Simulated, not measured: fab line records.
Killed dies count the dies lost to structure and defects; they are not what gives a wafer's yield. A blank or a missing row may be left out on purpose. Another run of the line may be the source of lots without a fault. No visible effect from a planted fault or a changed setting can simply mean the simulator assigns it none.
Commonality check across tools :: flow nand_harc :: 14 lots and 48 wafers in the sample

## REASON IT WAS OPENED
On 2 of the 14 lots, a flag is raised at NHARC_A_ONON_D1_THK_MEAS_30 on the reading thk_nm. No-fault wafers: 998 nm, standard deviation 7.
Rule: a lot gets a flag if all its wafers with a number sit over 4 standard deviations from that mean, or if no wafer of it has a number. The rest of the lots are taken to be sound.

lot: L737
measured: day 8 19:52
on: film_metro-02
thk_nm (nm), wafer by wafer: 991 990 991
flag: 

lot: L738
measured: day 9 08:08
on: film_metro-02
thk_nm (nm), wafer by wafer: 998 998 999
flag: 

lot: L739
measured: day 9 08:08
on: film_metro-01
thk_nm (nm), wafer by wafer: 995 995 995
flag: 

lot: L740
measured: day 10 02:10
on: film_metro-02
thk_nm (nm), wafer by wafer: 1007 1008 1008
flag: 

lot: L742
measured: day 10 19:07
on: film_metro-02
thk_nm (nm), wafer by wafer: 1004 1005 1004
flag: 

lot: L744
measured: day 11 09:58
on: film_metro-01
thk_nm (nm), wafer by wafer: 992 993 991
flag: 

lot: L743
measured: day 11 09:58
on: film_metro-02
thk_nm (nm), wafer by wafer: 1002 999 1000
flag: 

lot: L746
measured: day 12 08:40
on: film_metro-02
thk_nm (nm), wafer by wafer: 1000 1001 1001
flag: 

lot: L747
measured: day 12 22:56
on: film_metro-02
thk_nm (nm), wafer by wafer: 994 992 994
flag: 

lot: L754
measured: day 15 18:05
on: film_metro-02
thk_nm (nm), wafer by wafer: 558 557 557 558 558 558
flag: FLAGGED

lot: L755
measured: day 16 01:56
on: film_metro-02
thk_nm (nm), wafer by wafer: 567 569 569 568 569 568
flag: FLAGGED

lot: L756
measured: day 16 13:26
on: film_metro-01
thk_nm (nm), wafer by wafer: 983 982 985
flag: 

lot: L757
measured: day 17 00:52
on: film_metro-01
thk_nm (nm), wafer by wafer: 1000 1000 1001
flag: 

lot: L759
measured: day 17 17:05
on: film_metro-02
thk_nm (nm), wafer by wafer: 1005 1004 1004
flag: 
The numbers of the flagged lots are 563 nm on average: -435 nm against the usual, or -62 standard deviations.

## TOOL THAT RAN EACH LOT
The record keeps 1 process step preceding the reading, out of 1302 steps on the route. Every cell lists first the tool, next ch and the chambers used by the sampled wafers, and last the start.
lot: L737
flag: 
NHARC_A_ONON_D1_DEP_28: pecvd_onon-04 ch 0, day 8 19:25

lot: L738
flag: 
NHARC_A_ONON_D1_DEP_28: pecvd_onon-03 ch 0, day 9 07:38

lot: L739
flag: 
NHARC_A_ONON_D1_DEP_28: pecvd_onon-04 ch 0, day 9 07:45

lot: L740
flag: 
NHARC_A_ONON_D1_DEP_28: pecvd_onon-02 ch 0, day 10 01:40

lot: L742
flag: 
NHARC_A_ONON_D1_DEP_28: pecvd_onon-02 ch 0, day 10 18:36

lot: L744
flag: 
NHARC_A_ONON_D1_DEP_28: pecvd_onon-02 ch 0, day 11 09:26

lot: L743
flag: 
NHARC_A_ONON_D1_DEP_28: pecvd_onon-04 ch 0, day 11 09:30

lot: L746
flag: 
NHARC_A_ONON_D1_DEP_28: pecvd_onon-02 ch 0, day 12 08:13

lot: L747
flag: 
NHARC_A_ONON_D1_DEP_28: pecvd_onon-03 ch 0, day 12 22:32

lot: L754
flag: FLAGGED
NHARC_A_ONON_D1_DEP_28: pecvd_onon-02 ch 0, day 15 17:34

lot: L755
flag: FLAGGED
NHARC_A_ONON_D1_DEP_28: pecvd_onon-02 ch 0, day 16 01:25

lot: L756
flag: 
NHARC_A_ONON_D1_DEP_28: pecvd_onon-04 ch 0, day 16 12:56

lot: L757
flag: 
NHARC_A_ONON_D1_DEP_28: pecvd_onon-04 ch 0, day 17 00:28

lot: L759
flag: 
NHARC_A_ONON_D1_DEP_28: pecvd_onon-03 ch 0, day 17 16:41
What the steps here do:
- NHARC_A_ONON_D1_DEP_28: target thk 1000 nm.
- NHARC_A_ONON_D1_THK_MEAS_30: measures by ellipsometry.

## FLAGGED AGAINST TOTAL, ONE TOOL AT A TIME (gauges that did the reading follow at the end)
step: NHARC_A_ONON_D1_DEP_28
tool: pecvd_onon-02
lots run: 6
flagged: 2
share of the flagged lots: all
sound lots run after its first flagged lot: 0

step: NHARC_A_ONON_D1_DEP_28
tool: pecvd_onon-03
lots run: 3
flagged: 0
share of the flagged lots: none
sound lots run after its first flagged lot: -

step: NHARC_A_ONON_D1_DEP_28
tool: pecvd_onon-04
lots run: 5
flagged: 0
share of the flagged lots: none
sound lots run after its first flagged lot: -

step: NHARC_A_ONON_D1_THK_MEAS_30
tool: film_metro-01
lots run: 4
flagged: 0
share of the flagged lots: none
sound lots run after its first flagged lot: -

step: NHARC_A_ONON_D1_THK_MEAS_30
tool: film_metro-02
lots run: 10
flagged: 2
share of the flagged lots: all
sound lots run after its first flagged lot: 1 (L759)

## WHAT THE TABLE ALLOWS
Table rows that saw every flagged lot: 2, namely pecvd_onon-02 at NHARC_A_ONON_D1_DEP_28 and film_metro-02 at NHARC_A_ONON_D1_THK_MEAS_30.
- pecvd_onon-02 at NHARC_A_ONON_D1_DEP_28: 2 of its 6 lots flagged. Its last sound lot is L746 (day 12 08:13), its first flagged lot L754 (day 15 17:34): a fault that began between those two fits.
- film_metro-02 at NHARC_A_ONON_D1_THK_MEAS_30: 2 of its 10 lots flagged. Sound lots ran on it after the first flagged one (L759), which a lasting fault on the whole tool wouldn't allow.
Just one tool remains: pecvd_onon-02 at NHARC_A_ONON_D1_DEP_28.

## WHAT THE SIMULATOR HAD PUT IN
pecvd_onon-02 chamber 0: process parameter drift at NHARC_A_ONON_D1_DEP_28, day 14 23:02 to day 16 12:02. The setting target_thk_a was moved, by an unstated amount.
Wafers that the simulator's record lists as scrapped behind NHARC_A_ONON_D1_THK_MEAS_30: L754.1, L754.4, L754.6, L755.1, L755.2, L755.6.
Lots struck among those shown: L754, L755. This agrees with what the rule above found.
